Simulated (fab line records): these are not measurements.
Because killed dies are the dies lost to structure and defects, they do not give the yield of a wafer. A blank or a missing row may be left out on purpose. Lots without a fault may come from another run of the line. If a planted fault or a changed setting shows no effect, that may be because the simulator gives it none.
fab line records	flow nand_harc
record: lots: 6	wafers: 18	last_day: 33
route steps=1302 shown A_CHANNEL_FILL_D2@615 END@1302
lots that met no fault: taken from a fault-free run of the same line
start_h: hours from the record's first day to the start of the lot's first wafer shown	wait_h: hours from the lot's prior step to this one	" unchanged from the row above	L1.1+2: a single row standing in for several wafers	- either no value or no given start	* or withheld: withheld	< > ~ a bound
route shown NAME@n: names a module that has steps shown in the file, with the first one's number in the route	usual: mean/standard deviation of fault-free wafers	same: alike in all rows	chamber/n: place in a boat	sites: the reading at each site	_std_site: standard deviation across them	_edge_site: the outer-site mean with the inner-site mean subtracted	radius_mm: for every site, how far away it sits from the centre of the wafer	mask NAME#n: copy n	behind: the tool/chamber that last shaped the wafer	hold: the reason the lot was held/the length of the hold in hours/how it ended	device: transistor that didn't switch, given as n, p or np	end of line: the same wafers' tests at the end of the route	a step without rows: its recipe alone	killed: count of dies lost to structure and defects at first sort (not the wafer's yield)	map: dies across one wafer; x = killed, . = not, _ = none there
set.NAME: the setting that was run; set.NAME@STEP: the one run at that earlier step	model.NAME: the simulator's own value behind a step, which no gauge read
lots at selected steps of the route; one table per step, one row per wafer
services: from which hour (start_h, from the record's first day; less than 0 if before it) a tool's chamber was out of use, for how many hours, and why
== steps ==
step: NHARC_A_CHANNEL_FILL_D2_ALD_15
recipe: target_thk_a: 20	pulse_time_s: 60	ald_cycles: 19	temp_c: 630	pressure_torr: 2	material: SiNx
usual: ald_cycles: 19/0	precursor_pulse_height_rel: 0.999/0.021
lot.wafer	tool	chamber	start_h	wait_h	ald_cycles	precursor_pulse_height_rel
L989.2	ald_sin_batch-01	0	-	-	19	1.012
L989.3	"	0	"	"	19	1.012
L989.6	"	0	"	"	19	0.986
L995.1	ald_sin_batch-01	0	-	-	19	1.045
L995.4	"	0	"	"	19	1.023
L995.5	"	0	"	"	19	0.961
L998.1	ald_sin_batch-01	0	-	-	19	1.014
L998.3	"	0	"	"	19	0.999
L998.6	"	0	"	"	19	0.995
L999.1	ald_sin_batch-01	0	-	-	19	0.982
L999.5	"	0	"	"	19	1.017
L999.6	"	0	"	"	19	1.015
L108.2	ald_sin_batch-03	0	-	-	19	0.996
L108.3	"	0	"	"	19	1.026
L108.4	"	0	"	"	19	0.995
L109.3	ald_sin_batch-01	0	-	-	19	1.004
L109.4	"	0	"	"	19	1.003
L109.5	"	0	"	"	19	1.003
step: NHARC_A_CHANNEL_FILL_D2_ALD_16
recipe: target_thk_a: 15	pulse_time_s: 10	ald_cycles: 15	temp_c: 300	material: SiO2
usual: ald_cycles: 15/0	heater_power_w: 463/40	precursor_pulse_height_rel: 1.001/0.021
lot.wafer	tool	chamber	start_h	wait_h	ald_cycles	heater_power_w	precursor_pulse_height_rel
L989.3	ald_hk-01	3	337.45	0.1	15	489	1.002
L989.2	"	0	"	"	15	457	1.027
L989.6	"	1	"	"	15	504	1.004
L995.1	ald_hk-03	0	403.34	0.1	15	425	0.981
L995.4	"	2	"	"	15	425	1.013
L995.5	"	3	"	"	15	547	0.973
L998.1	ald_hk-02	0	436.72	0.0	15	515	0.993
L998.3	"	1	"	"	15	430	1.000
L998.6	"	1	"	"	15	429	0.977
L999.1	ald_hk-03	0	451.57	0.1	15	425	0.974
L999.6	"	2	"	"	15	425	1.035
L999.5	"	3	"	"	15	554	0.974
L108.4	ald_hk-03	1	529.42	0.0	15	423	0.985
L108.3	"	2	"	"	15	436	1.032
L108.2	"	0	"	"	15	428	1.004
L109.3	ald_hk-02	1	539.86	0.1	15	440	0.955
L109.4	"	2	"	"	15	445	1.000
L109.5	"	0	"	"	15	467	1.004
step: NHARC_A_CHANNEL_FILL_D2_ANNEAL_17
recipe: temp_c: 850	time_s: 1800
step: NHARC_A_CHANNEL_FILL_D2_CVD_18
recipe: target_thk_a: 30	temp_c: 550	material: poly-Si
step: NHARC_A_CHANNEL_FILL_D2_ETCHBACK_19
recipe: target_depth_a: 50	time_s: 1.7	hbr_flow_sccm: 150	cl2_flow_sccm: 50	rf_w: 400	icp_w: 400	bias_w: 100	chemistry: HBr/Cl2
step: NHARC_A_CHANNEL_FILL_D2_ETCHBACK_20
recipe: target_depth_a: 270	time_s: 13.5	c4f8_flow_sccm: withheld	o2_flow_sccm: 8	ar_flow_sccm: withheld	rf_w: 600	bias_w: 1500	chemistry: C4F8/O2/Ar
usual: oes_product_au: 0.98/0.032	rf_vpp_V: 977/4.8
lot.wafer	tool	chamber	start_h	wait_h	oes_product_au	rf_hours_counter_h	rf_vpp_V
L989.3	rie_diel-10	2	348.84	-	0.99	3	980
L989.2	"	1	"	"	1.00	3	978
L989.6	"	3	"	"	0.99	-	971
L995.1	rie_diel-01	3	415.25	-	0.92	1	987
L995.4	"	1	"	"	0.92	1	973
L995.5	"	0	"	"	0.92	-	976
L998.1	rie_diel-01	1	448.32	-	0.99	1	973
L998.3	"	2	"	"	0.99	1	977
L998.6	"	2	"	"	0.99	-	978
L999.1	rie_diel-10	0	463.39	-	1.00	1	972
L999.6	"	3	"	"	1.00	-	970
L999.5	"	0	"	"	1.00	-	973
L108.2	rie_diel-10	2	541.83	-	1.00	3	977
L108.4	"	3	"	"	1.01	3	971
L108.3	"	0	"	"	1.00	3	973
L109.3	rie_diel-10	3	551.76	-	0.92	3	972
L109.4	"	2	"	"	0.93	3	978
L109.5	"	3	"	"	0.93	-	973
step: NHARC_A_CHANNEL_FILL_D2_STRIP_28
recipe: time_s: 20	o2_flow_sccm: 500	ar_flow_sccm: 0	bias_w: 0	chemistry: O2
usual: drypump_motor_current_A: 5.8/0.45	oes_product_au: 1.000/0.0085	rf_vpp_V: 57.7/0.9	showerhead_plenum_p_Torr: 3.48/0.11	throttle_valve_pct: 17.036/0.01
lot.wafer	tool	chamber	start_h	wait_h	drypump_motor_current_A	oes_product_au	rf_hours_counter_h	rf_vpp_V	showerhead_plenum_p_Torr	throttle_valve_pct
L989.2	rie_diel-10	2	348.93	0.1	5.7	1.001	3	58.7	3.52	17.019
L989.3	"	1	"	"	5.6	1.015	3	59.8	3.50	17.037
L989.6	"	2	"	"	5.7	1.003	-	58.2	3.52	17.038
L995.1	rie_diel-01	0	415.35	0.1	5.2	1.003	1	56.0	3.48	17.049
L995.4	"	3	"	"	6.6	0.998	1	57.2	3.72	17.032
L995.5	"	1	"	"	6.2	0.992	-	57.7	3.43	17.040
L998.1	rie_diel-01	2	448.41	0.1	5.8	0.983	1	57.7	3.53	17.040
L998.3	"	3	"	"	6.5	1.007	2	58.6	3.72	17.050
L998.6	"	2	"	"	5.8	0.993	-	58.1	3.53	17.034
L999.1	rie_diel-10	2	463.48	0.1	5.7	1.001	1	56.8	3.52	17.029
L999.6	"	3	"	"	5.4	0.997	-	58.5	3.34	17.047
L999.5	"	0	"	"	5.9	0.993	-	56.8	3.39	17.038
L108.4	rie_diel-10	0	541.93	0.1	6.0	1.002	3	57.1	3.39	17.039
L108.2	"	2	"	"	5.7	0.999	3	56.3	3.52	17.030
L108.3	"	3	"	"	5.4	1.000	3	58.8	3.34	17.037
L109.4	rie_diel-10	2	551.86	0.1	5.7	1.016	3	58.1	3.52	17.014
L109.3	"	3	"	"	5.4	1.002	3	57.0	3.34	17.038
L109.5	"	0	"	"	5.9	1.006	-	57.8	3.39	17.028
step: NHARC_A_CHANNEL_FILL_D2_PRECLEAN_21
recipe: time_s: 30	chemistry: dHF
step: NHARC_A_CHANNEL_FILL_D2_SRD_23
step: NHARC_A_CHANNEL_FILL_D2_CVD_05
recipe: target_thk_a: 50	temp_c: 550	material: poly-Si
step: NHARC_A_CHANNEL_FILL_D2_ANNEAL_22
recipe: temp_c: 620	time_s: 7200
step: NHARC_A_CHANNEL_FILL_D2_ALD_25
recipe: target_thk_a: 600	pulse_time_s: 10	ald_cycles: 600	temp_c: 300	material: SiOx
usual: ald_cycles: 600/0	heater_power_w: 466/37	precursor_pulse_height_rel: 0.998/0.021
lot.wafer	tool	chamber	start_h	wait_h	ald_cycles	heater_power_w	precursor_pulse_height_rel
L989.2	ald_hk-01	1	360.66	0.1	600	498	0.977
L989.3	"	3	361.90	1.3	600	494	0.926
L989.6	"	2	363.75	3.1	600	451	0.988
L995.4	ald_hk-02	0	427.77	0.7	600	494	1.019
L995.1	"	1	"	"	600	431	1.008
L995.5	"	0	430.28	3.2	600	502	0.999
L998.3	ald_hk-02	1	460.08	0.0	615	418	0.994
L998.1	"	0	461.94	1.9	600	519	0.993
L998.6	"	1	"	"	615	434	0.999
L999.1	ald_hk-02	3	476.09	1.3	600	462	1.014
L999.5	"	1	477.33	2.5	615	435	0.998
L999.6	"	2	"	"	600	451	1.012
L108.3	ald_hk-01	3	553.69	0.1	600	474	1.012
L108.2	"	1	554.93	1.3	600	516	1.009
L108.4	"	2	"	"	600	480	1.004
L109.4	ald_hk-01	3	563.71	0.7	600	483	1.010
L109.3	"	0	"	"	600	455	1.009
L109.5	"	2	565.55	2.5	600	479	1.001
step: NHARC_A_CHANNEL_FILL_D2_ETCHBACK_08
recipe: target_depth_a: 2200	time_s: 110	c4f8_flow_sccm: 20	ar_flow_sccm: withheld	rf_w: 600	bias_w: 300	chemistry: C4F8
usual: oes_product_au: 0.98/0.035	rf_vpp_V: 440.2/2.5
lot.wafer	tool	chamber	start_h	wait_h	oes_product_au	rf_hours_counter_h	rf_vpp_V
L989.3	rie_diel-01	3	-	-	0.97	3	445.5
L989.2	"	0	"	"	0.97	4	440.9
L989.6	"	2	"	"	0.97	-	441.6
L995.4	rie_diel-04	2	-	-	1.01	5	444.7
L995.1	"	0	"	"	1.02	5	435.2
L995.5	"	1	"	"	1.01	-	440.3
L998.1	rie_diel-10	2	-	-	1.01	1	440.2
L998.3	"	0	"	"	1.00	1	437.6
L998.6	"	3	"	"	1.00	-	436.6
L999.1	rie_diel-01	3	-	-	0.99	2	445.7
L999.5	"	2	"	"	0.99	-	440.7
L999.6	"	3	"	"	0.99	-	444.9
L108.3	rie_diel-10	3	-	-	0.93	3	436.9
L108.2	"	0	"	"	0.92	3	438.1
L108.4	"	1	"	"	0.94	3	439.7
L109.4	rie_diel-10	0	-	-	0.93	4	440.5
L109.3	"	1	"	"	0.94	3	440.9
L109.5	"	3	"	"	0.92	-	436.2
step: NHARC_END_SORT_01
recipe: temp_c: 25
usual: killed_at_array: 52/16	killed_at_other: 0.8/1.1	killed_at_periphery: 4.2/2.5	killed_dies: 57/16	killed_open: 3.4/2	killed_short: 2.6/1.6
same: gross_dies: 677
lot.wafer	tool	chamber	start_h	wait_h	killed_at_array	killed_at_other	killed_at_periphery	killed_dies	killed_open	killed_short
L989.2	prober-02	0	595.46	2.8	33	0	9	42	5	2
L989.3	prober-02	0	596.26	3.1	50	0	5	55	2	3
L989.6	prober-02	0	598.66	4.0	35	0	4	39	0	3
L995.1	prober-01	0	659.87	2.5	25	1	3	29	7	6
L995.4	prober-01	0	662.25	3.4	28	0	5	33	4	3
L995.5	prober-01	0	663.04	3.7	23	1	4	28	5	3
L999.1	prober-01	0	690.74	2.5	28	0	4	32	5	1
L999.5	prober-01	0	693.92	3.7	31	2	2	35	4	1
L999.6	prober-01	0	694.72	4.0	36	1	5	42	5	4
L998.1	prober-02	0	690.81	2.6	65	1	5	71	5	4
L998.3	prober-02	0	692.43	3.1	92	1	4	97	3	4
L998.6	prober-02	0	694.85	4.0	85	0	5	90	2	4
L108.2	prober-02	0	774.56	2.8	49	0	7	56	5	4
L108.3	prober-02	0	775.36	3.1	72	0	4	76	4	3
L108.4	prober-02	0	776.15	3.4	70	0	4	74	7	0
L109.3	prober-02	0	790.24	3.1	63	0	2	65	2	6
L109.4	prober-02	0	791.05	3.4	49	0	0	49	2	1
L109.5	prober-02	0	791.85	3.7	51	1	1	53	3	1
killed by level:class
L989.2 A_CHANNEL_HOLE_D2:chamber_film_flake=20 P_GATE:chamber_film_flake=5 A_CHANNEL_HOLE_D1:chamber_film_flake=3 A_M0:geometric_particle:open=2 P_M1:chamber_film_flake=2 A_CONTACT:chamber_film_flake=2 P_GATE:geometric_particle:open=1 P_CONTACT:geometric_particle:short=1
L989.3 A_CHANNEL_HOLE_D2:chamber_film_flake=34 P_GATE:chamber_film_flake=2 P_M0:chamber_film_flake=2 A_SLIT:chamber_film_flake=2 A_STAIRCASE:chamber_film_flake=2 A_WL_FILL:chamber_film_flake=2 A_CONTACT:unspecified=2 A_ONON_D1:geometric_particle:open=1
L989.6 A_CHANNEL_HOLE_D2:chamber_film_flake=20 P_GATE:chamber_film_flake=4 A_SLIT:chamber_film_flake=3 A_CONTACT:chamber_film_flake=3 A_WL_FILL:geometric_particle:short=2 A_CHANNEL_HOLE_D1:chamber_film_flake=2 A_DECK1_JOINT:chamber_film_flake=2 A_CONTACT:unspecified=2
L995.1 A_CHANNEL_HOLE_D2:chamber_film_flake=7 A_CHANNEL_HOLE_D1:chamber_film_flake=3 A_CHANNEL_FILL_D2:geometric_particle:open=2 A_SLIT:geometric_particle:open=2 A_WL_FILL:geometric_particle:short=2 A_STAIRCASE:chamber_film_flake=2 P_CONTACT:geometric_particle:short=1 P_CONTACT:geometric_particle:open=1
L995.4 A_CHANNEL_HOLE_D2:chamber_film_flake=9 A_CHANNEL_HOLE_D1:chamber_film_flake=3 A_STAIRCASE:chamber_film_flake=3 A_SLIT:chamber_film_flake=3 A_M1:geometric_particle:open=2 P_ZERO_WELL:chamber_film_flake=2 A_WL_FILL:chamber_film_flake=2 P_CONTACT:geometric_particle:open=1
L995.5 A_CHANNEL_HOLE_D2:chamber_film_flake=6 A_CHANNEL_HOLE_D1:chamber_film_flake=3 A_STAIRCASE:chamber_film_flake=3 P_CONTACT:geometric_particle:open=2 A_DECK1_JOINT:chamber_film_flake=2 A_SLIT:chamber_film_flake=2 P_GATE:geometric_particle:open=1 A_ONON_D1:geometric_particle:open=1
L999.1 A_CHANNEL_HOLE_D2:chamber_film_flake=12 A_CONTACT:chamber_film_flake=5 A_CHANNEL_HOLE_D1:chamber_film_flake=3 P_M0:geometric_particle:open=2 A_ZERO_WELL:chamber_film_flake=2 A_SLIT:chamber_film_flake=2 P_M0:geometric_particle:short=1 A_CHANNEL_FILL_D2:geometric_particle:open=1
L998.1 A_SLIT:chamber_film_flake=21 A_CHANNEL_HOLE_D1:chamber_film_flake=20 A_CHANNEL_HOLE_D2:chamber_film_flake=11 A_CONTACT:chamber_film_flake=4 P_CONTACT:chamber_film_flake=2 A_WL_FILL:geometric_particle:short=2 A_M0:geometric_particle:open=2 P_M0:geometric_particle:open=1
L998.3 A_CHANNEL_HOLE_D1:chamber_film_flake=31 A_SLIT:chamber_film_flake=22 A_CHANNEL_HOLE_D2:chamber_film_flake=20 A_STAIRCASE:chamber_film_flake=5 A_CONTACT:chamber_film_flake=5 A_ONON_D1:geometric_particle:short=3 P_STI:chamber_film_flake=2 A_ZERO_WELL:chamber_film_flake=2
L999.5 A_CHANNEL_HOLE_D2:chamber_film_flake=15 A_CHANNEL_HOLE_D1:chamber_film_flake=3 A_CONTACT:chamber_film_flake=3 A_ONON_D1:geometric_particle:open=2 A_ZERO_WELL:chamber_film_flake=2 A_STAIRCASE:chamber_film_flake=2 A_ONON_D2:geometric_particle:short=1 A_CONTACT:geometric_particle:open=1
L999.6 A_CHANNEL_HOLE_D2:chamber_film_flake=14 A_CHANNEL_HOLE_D1:chamber_film_flake=5 P_ZERO_WELL:chamber_film_flake=5 A_STAIRCASE:chamber_film_flake=3 A_WL_FILL:geometric_particle:short=2 A_M0:geometric_particle:open=2 A_SGD_CUT:chamber_film_flake=2 A_ONON_D1:geometric_particle:short=1
L998.6 A_CHANNEL_HOLE_D1:chamber_film_flake=35 A_SLIT:chamber_film_flake=22 A_CHANNEL_HOLE_D2:chamber_film_flake=13 A_CONTACT:chamber_film_flake=5 A_STAIRCASE:chamber_film_flake=4 P_CONTACT:chamber_film_flake=3 A_ONON_D1:geometric_particle:short=2 P_ZERO_WELL:chamber_film_flake=2
L108.2 A_SLIT:chamber_film_flake=22 A_CONTACT:chamber_film_flake=10 A_CHANNEL_HOLE_D1:chamber_film_flake=5 P_STI:chamber_film_flake=3 P_GATE:chamber_film_flake=2 P_GATE:geometric_particle:open=1 P_CONTACT:geometric_particle:open=1 A_ONON_D1:geometric_particle:open=1
L108.3 A_SLIT:chamber_film_flake=36 A_CONTACT:chamber_film_flake=18 A_CHANNEL_HOLE_D1:chamber_film_flake=9 P_STI:chamber_film_flake=2 A_CHANNEL_FILL_D1:chamber_film_flake=2 A_M0:chamber_film_flake=2 P_CONTACT:geometric_particle:open=1 P_M1:geometric_particle:short=1
L108.4 A_SLIT:chamber_film_flake=26 A_CHANNEL_HOLE_D1:chamber_film_flake=12 A_CONTACT:chamber_film_flake=11 A_CHANNEL_FILL_D1:chamber_film_flake=6 A_M0:chamber_film_flake=5 A_M0:geometric_particle:open=3 P_STI:chamber_film_flake=2 A_STAIRCASE:chamber_film_flake=2
L109.3 A_CHANNEL_HOLE_D2:chamber_film_flake=31 A_SLIT:chamber_film_flake=12 A_CONTACT:chamber_film_flake=8 A_WL_FILL:geometric_particle:short=3 A_STAIRCASE:chamber_film_flake=3 P_GATE:geometric_particle:open=1 P_CONTACT:geometric_particle:short=1 A_ONON_D1:geometric_particle:short=1
L109.4 A_CHANNEL_HOLE_D2:chamber_film_flake=19 A_CONTACT:chamber_film_flake=13 A_SLIT:chamber_film_flake=8 A_CHANNEL_FILL_D1:chamber_film_flake=2 A_M1:chamber_film_flake=2 A_CHANNEL_HOLE_D1:geometric_particle:open=1 A_CHANNEL_HOLE_D2:geometric_particle:open=1 A_M0:geometric_particle:short=1
L109.5 A_CHANNEL_HOLE_D2:chamber_film_flake=29 A_CONTACT:chamber_film_flake=10 A_SLIT:chamber_film_flake=6 A_CHANNEL_FILL_D2:chamber_film_flake=2 P_M1:geometric_particle:short=1 A_CONTACT:geometric_particle:open=1 A_M1:geometric_particle:open=1 STARTING-WAFER:geometric_particle:open=1
== services ==
tool	chamber	start_h	hours	kind
rie_diel-01	3	320.69	7.3	repair
rie_diel-04	-	321.14	0.9	repair
rie_diel-04	-	336.26	4.3	repair
rie_diel-10	2	346.32	2.1	repair
ald_hk-02	-	348.35	10.0	pm
rie_diel-04	-	355.01	9.0	pm
rie_diel-04	-	368.84	39.1	repair
rie_diel-01	-	380.84	9.0	pm
ald_hk-03	-	392.88	2.6	repair
rie_diel-10	3	401.17	5.9	repair
rie_diel-10	0	407.13	5.9	repair
rie_diel-10	2	409.15	17.1	repair
rie_diel-10	-	419.69	9.0	pm
rie_diel-04	1	435.60	16.3	repair
ald_hk-03	-	459.29	0.5	repair
ald_hk-01	-	474.46	10.0	pm
rie_diel-01	0	484.63	6.1	repair
rie_diel-01	3	494.55	4.8	repair
ald_sin_batch-01	-	507.70	26.0	pm
ald_hk-01	-	520.12	1.7	repair
rie_diel-04	-	532.01	9.0	pm
rie_diel-04	2	541.95	6.8	repair
rie_diel-01	1	545.58	6.4	repair
rie_diel-01	-	557.84	9.0	pm
== key ==
first_sign: step: NHARC_A_CHANNEL_FILL_D2_ALD_25	reading: ald_cycles	direction: up	sigmas: 99+	usual: 600	struck: 615
effect none on later readings
met_at NHARC_A_CHANNEL_FILL_D2_ALD_25
struck_wafers L998.3,L998.6,L999.5
tester_left_out L998,L999
onset_between 427.77 460.08
fault: kind: process_parameter_drift	tool: ald_hk-02	chamber: 1	onset_h: 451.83	steps: NHARC_A_CHANNEL_FILL_D2_ALD_25	channel: ald_cycles	offset: 15	shape: step	end_h: 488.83	acts_in: these_recipes_only	stated: 600
tester_left_out: of these lots the tester's yield and bins aren't shown, on N5 and GAA mostly nor the transistor test; their killed dies are dies lost to structure and defects alone, not to doping, threshold or leakage, so they don't give the yield
